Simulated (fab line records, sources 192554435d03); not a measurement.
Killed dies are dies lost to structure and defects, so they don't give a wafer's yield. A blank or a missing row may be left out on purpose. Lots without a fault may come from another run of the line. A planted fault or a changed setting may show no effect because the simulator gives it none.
Split-lot experiment | flow n5_finfet | 7 lots, 39 wafers read, on a route of 1938 steps

THE SPLIT
At N5_BEOL_M4_DESCUM_16 (chemistry O2, time 7 s), the setting time_s was moved away from the recipe's 7 s on 18 of the 39 wafers read, by -50.7% to +57.7%. The other wafers ran this setting at the recipe's value.

The file shows no step between the split and the reading.

THE READING
BEOL_M4.cd_offset_nm (the simulator's own value, which no gauge read), in nm, at N5_BEOL_M4_ETCH_74 (etches underlayer in N2/H2, target depth 6.5 nm, time 5.2 s). The file gives no usual value for it. The 21 wafers here that ran the recipe average 0.0 nm, standard deviation 0.14 nm.

wafer  | tool, chamber at the split | time_s as run, s | against the recipe | BEOL_M4.cd_offset_nm, nm | against lot-mates on the recipe
L076.2 | rie_diel-03, 2,3,0         | 7                | recipe             | 0                        | -
L076.4 | rie_diel-03, 2,3,0         | 7                | recipe             | 0.4                      | -
L076.6 | rie_diel-03, 2,3,0         | 7                | recipe             | 0.2                      | -
L078.1 | rie_diel-03, 1,0           | 11.04            | +57.7%             | 0.8                      | +0.7
L078.2 | rie_diel-03, 2             | 11.04            | +57.7%             | 0.6                      | +0.5
L078.3 | rie_diel-03, 1,0           | 11.04            | +57.7%             | 0.6                      | +0.5
L078.4 | rie_diel-03, 3,1,2         | 7                | recipe             | 0.2                      | -
L078.5 | rie_diel-03, 3,1,2         | 7                | recipe             | 0                        | -
L078.6 | rie_diel-03, 3,1,2         | 7                | recipe             | 0                        | -
L085.1 | rie_diel-03, 3,0,2         | 3.448            | -50.7%             | -0.4                     | -0.4
L085.2 | rie_diel-03, 3,0,2         | 3.448            | -50.7%             | -0.4                     | -0.4
L085.3 | rie_diel-03, 3,0,2         | 3.448            | -50.7%             | -0.6                     | -0.6
L085.4 | rie_diel-03, 1,0,1         | 7                | recipe             | 0                        | -
L085.5 | rie_diel-03, 1,0,1         | 7                | recipe             | 0                        | -
L085.6 | rie_diel-03, 1,0,1         | 7                | recipe             | 0                        | -
L083.1 | rie_diel-03, 3,2,0         | 9.787            | +39.8%             | 0.4                      | +0.4
L083.2 | rie_diel-03, 3,2,0         | 9.787            | +39.8%             | 0.4                      | +0.4
L083.3 | rie_diel-03, 3,2,0         | 9.787            | +39.8%             | 0.4                      | +0.4
L083.4 | rie_diel-03, 1,0,3         | 7                | recipe             | -0.2                     | -
L083.5 | rie_diel-03, 1,0,3         | 7                | recipe             | 0.2                      | -
L083.6 | rie_diel-03, 1,0,3         | 7                | recipe             | 0                        | -
L090.1 | rie_diel-04, 1,3,2         | 7                | recipe             | -0.2                     | -
L090.2 | rie_diel-04, 2             | 4.099            | -41.4%             | -0.4                     | -0.3
L090.3 | rie_diel-04, 3,1           | 4.099            | -41.4%             | -0.4                     | -0.3
L090.4 | rie_diel-04, 1,3,2         | 7                | recipe             | -0.2                     | -
L090.5 | rie_diel-04, 3,1           | 4.099            | -41.4%             | -0.4                     | -0.3
L090.6 | rie_diel-04, 1,3,2         | 7                | recipe             | 0                        | -
L091.1 | rie_diel-04, 3,2,1         | 7                | recipe             | 0                        | -
L091.5 | rie_diel-04, 3,2,1         | 7                | recipe             | 0                        | -
L091.6 | rie_diel-04, 3,2,1         | 7                | recipe             | 0                        | -
L091.2 | rie_diel-04, 2,1,3         | 4.059            | -42.0%             | -0.4                     | -0.4
L091.4 | rie_diel-04, 2,1,3         | 4.059            | -42.0%             | -0.4                     | -0.4
L091.3 | rie_diel-04, 2,1,3         | 4.059            | -42.0%             | -0.2                     | -0.2
L095.1 | rie_diel-04, 1,3           | 7                | recipe             | 0                        | -
L095.2 | rie_diel-04, 2             | 7                | recipe             | 0                        | -
L095.3 | rie_diel-04, 3             | 4.524            | -35.4%             | 0                        | -0.1
L095.4 | rie_diel-04, 1,2           | 4.524            | -35.4%             | -0.4                     | -0.5
L095.6 | rie_diel-04, 1,2           | 4.524            | -35.4%             | -0.4                     | -0.5
L095.5 | rie_diel-04, 1,3           | 7                | recipe             | 0.2                      | -
Where a row lists several chambers, the file gives one row for several wafers and doesn't say which wafer went through which chamber.

THE FIT
A straight line over all 39 wafers: BEOL_M4.cd_offset_nm changes by +0.00989 nm for each +1% of time_s; r = +0.92; the points scatter about the line by 0.13 nm.
The same after taking each lot's own level away (the mean of its wafers on the recipe; 39 wafers): +0.00921 nm for each +1%; r = +0.93; scatter 0.11 nm.
On that fit, the largest move of time_s shifts the reading by 0.53 nm.
The lots' own levels span -0.13 to 0.20 nm, that is 2.3 times the standard deviation above.
So the lot-to-lot level changes the slope little: the two slopes agree.
Check: with one of the wafers moved furthest among these (+57.7%) left out of the fit, the line predicts +0.522 nm for it against its lot-mates. It came out at +0.733 nm against them.

OTHER SPLITS ON THESE WAFERS
These wafers also went through other splits before the reading. Each is held against what the fit with the lots' levels taken away leaves over:
other split on the same wafers         | wafers away from the commonest value | r with BEOL_M4.cd_offset_nm (lot level and that fit taken away)
N5_SD_EPI_N_ETCH_45 target_depth_a     | 18                                   | -0.13
N5_MOL_CONTACT_COAG_ALD_131 ald_cycles | 15                                   | -0.21

THE WHOLE CHAIN: every reading that the file lists as answering this split, in the file's order
step                 | what it does                                                | reading                                                                            | change (the file's fit)                 | r (the file's)
N5_BEOL_M4_DESCUM_16 | chemistry O2, time 7 s                                      | CAR-EUV_of_BEOL_M4_COAT_05.thk_nm (the simulator's own value, which no gauge read) | -0.0344 nm for each +1% of the setting  | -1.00
N5_BEOL_M4_ETCH_74   | etches underlayer in N2/H2, target depth 6.5 nm, time 5.2 s | CAR-EUV_of_BEOL_M4_COAT_05.thk_nm (the simulator's own value, which no gauge read) | -0.0346 nm for each +1% of the setting  | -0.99
N5_BEOL_M4_ETCH_74   | etches underlayer in N2/H2, target depth 6.5 nm, time 5.2 s | BEOL_M4.cd_offset_nm (the simulator's own value, which no gauge read)              | +0.00909 nm for each +1% of the setting | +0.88

THE FILE'S OWN FIT
BEOL_M4.cd_offset_nm changes by +0.00909 nm for each +1% of time_s, r = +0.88.
